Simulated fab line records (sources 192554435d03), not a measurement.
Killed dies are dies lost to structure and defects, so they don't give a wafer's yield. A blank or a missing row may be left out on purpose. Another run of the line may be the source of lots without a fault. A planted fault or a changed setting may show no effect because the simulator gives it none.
Split-lot study ; flow n5Finfet ; route with 1938 steps; 7 lots, 39 wafers read

== THE SPLIT ==
At N5_MOL_CONTACT_COAG_ALD_123 (deposits SiNx, target thk 5 nm, pulse time 1 s, purge time 2 s), the setting aldCycles was moved away from the recipe's 100 on 12 of the 39 wafers read, by -15.0% to -7.0%. For the rest of the wafers, this setting stayed at what the recipe calls for.

== FROM THE SPLIT ON TO THE READING: in between, the file shows 1 step ==
- N5_MOL_CONTACT_COAG_VIA_ETCH_117: etches SiO2 in C4F6/O2, target depth 40 nm, overetch 8 nm, time 26 s (also split here: biasW)

== THE READING ==
etch.depthNm (the simulator's own value, which no gauge read), in nm, at N5_MOL_CONTACT_COAG_ETCH_124 (etches SiNx in CH3F/O2, stops on SiOC, target depth 6.5 nm). The file does not state a usual value for it. Average 5.002 nm, standard deviation 0.021 nm, over the 27 wafers here run with the recipe.

wafer;tool, chamber at the split;aldCycles as run;against the recipe;etch.depthNm, nm;against lot-mates on the recipe
L074.1;aldSin-04, 0,3,3;100;recipe;5.012;-
L074.2;aldSin-04, 2,1,0;88;-12.0%;4.381;-0.629
L074.3;aldSin-04, 2,1,0;88;-12.0%;4.403;-0.607
L074.4;aldSin-04, 0,3,3;100;recipe;5.004;-
L074.5;aldSin-04, 2,1,0;88;-12.0%;4.394;-0.616
L074.6;aldSin-04, 0,3,3;100;recipe;5.014;-
L076.1;aldSin-02, 2,3,1,0,0,3;100;recipe;5.027;-
L076.2;aldSin-02, 2,3,1,0,0,3;100;recipe;5.002;-
L076.3;aldSin-02, 2,3,1,0,0,3;100;recipe;5.012;-
L076.4;aldSin-02, 2,3,1,0,0,3;100;recipe;5;-
L076.5;aldSin-02, 2,3,1,0,0,3;100;recipe;4.998;-
L076.6;aldSin-02, 2,3,1,0,0,3;100;recipe;5.004;-
L081.1;aldSin-02, 0,3,2;100;recipe;5.022;-
L081.2;aldSin-02, 1,2,1;85;-15.0%;4.267;-0.753
L081.3;aldSin-02, 1,2,1;85;-15.0%;4.272;-0.748
L081.4;aldSin-02, 0,3,2;100;recipe;5.025;-
L081.5;aldSin-02, 0,3,2;100;recipe;5.014;-
L081.6;aldSin-02, 1,2,1;85;-15.0%;4.246;-0.774
L082.1;aldSin-04, 2,3,2;93;-7.0%;4.64;-0.367
L082.2;aldSin-04, 2,3,2;93;-7.0%;4.66;-0.347
L082.3;aldSin-04, 1,0,1;100;recipe;5.028;-
L082.4;aldSin-04, 1,0,1;100;recipe;4.988;-
L082.5;aldSin-04, 1,0,1;100;recipe;5.004;-
L082.6;aldSin-04, 2,3,2;93;-7.0%;4.628;-0.379
L086.1;aldSin-02, 3,0,1;93;-7.0%;4.66;-0.342
L086.2;aldSin-02, 3,0,1;93;-7.0%;4.639;-0.363
L086.3;aldSin-02, 3,0,1;93;-7.0%;4.636;-0.366
L086.4;aldSin-02, 2,2,1;100;recipe;5.006;-
L086.5;aldSin-02, 2,2,1;100;recipe;4.991;-
L086.6;aldSin-02, 2,2,1;100;recipe;5.009;-
L090.2;aldSin-02, 3,2,2;100;recipe;5.025;-
L090.3;aldSin-02, 3,2,2;100;recipe;5.038;-
L090.5;aldSin-02, 3,2,2;100;recipe;4.994;-
L097.1;aldSin-01, 3,1,0,0,1,3;100;recipe;4.994;-
L097.2;aldSin-01, 3,1,0,0,1,3;100;recipe;4.94;-
L097.3;aldSin-01, 3,1,0,0,1,3;100;recipe;4.983;-
L097.4;aldSin-01, 3,1,0,0,1,3;100;recipe;4.965;-
L097.5;aldSin-01, 3,1,0,0,1,3;100;recipe;4.969;-
L097.6;aldSin-01, 3,1,0,0,1,3;100;recipe;4.991;-
The file does not say which wafer passed through which chamber wherever a row lists several chambers: such a row stands for several wafers.

THE FIT
A straight line over all 39 wafers: etch.depthNm changes by +0.0501 nm for each +1% of aldCycles; r = +1.00; the points scatter about the line by 0.02 nm.
The same after taking each lot's own level away (the mean of its wafers on the recipe; 39 wafers): +0.051 nm for each +1%; r = +1.00; scatter 0.013 nm.
The reading moves by 0.76 nm for the largest change in aldCycles, on that fit.
The lots' own levels span 4.9737 to 5.0203 nm, that is 2.2 times the standard deviation above.
So the lot-to-lot level changes the slope little: the two slopes agree.
Check: for one of the wafers moved furthest among these (-15.0%), held out of the fit, the line's prediction against its lot-mates is -0.768 nm. Against them it came out at -0.753 nm.

== THE OTHER SPLITS THESE WAFERS WENT THROUGH ==
Note: prior to the reading, these wafers also went through further splits. Each is held against what the fit with the lots' levels taken away leaves over:
other split on the same wafers;wafers away from the commonest value;r with etch.depthNm (lot level and that fit taken away)
N5_DUMMY_GATE_EXPOSE_12 doseMj;9;+0.09
N5_DUMMY_GATE_ETCH_32 timeS;15;+0.16
N5_SPACER0_ALD_07 targetThkA;12;-0.04
N5_MOL_CONTACT_COAG_VIA_ETCH_117 biasW;18;+0.20

== THE WHOLE CHAIN: every reading that the file lists as answering this split, in the file's order ==
step;what it does;reading;change (the file's fit);r (the file's)
N5_MOL_CONTACT_COAG_ALD_123;deposits SiNx, target thk 5 nm, pulse time 1 s, purge time 2 s;SiNx_of_MOL_CONTACT_COAG_ALD_123.thkNm (the simulator's own value, which no gauge read);+0.0531 nm for each +1% of the setting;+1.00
N5_MOL_CONTACT_COAG_ETCH_124;etches SiNx in CH3F/O2, stops on SiOC, target depth 6.5 nm;etch.depthNm (the simulator's own value, which no gauge read);+0.0511 nm for each +1% of the setting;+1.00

== FILE'S OWN FIT ==
etch.depthNm changes by +0.0511 nm for each +1% of aldCycles, r = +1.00.
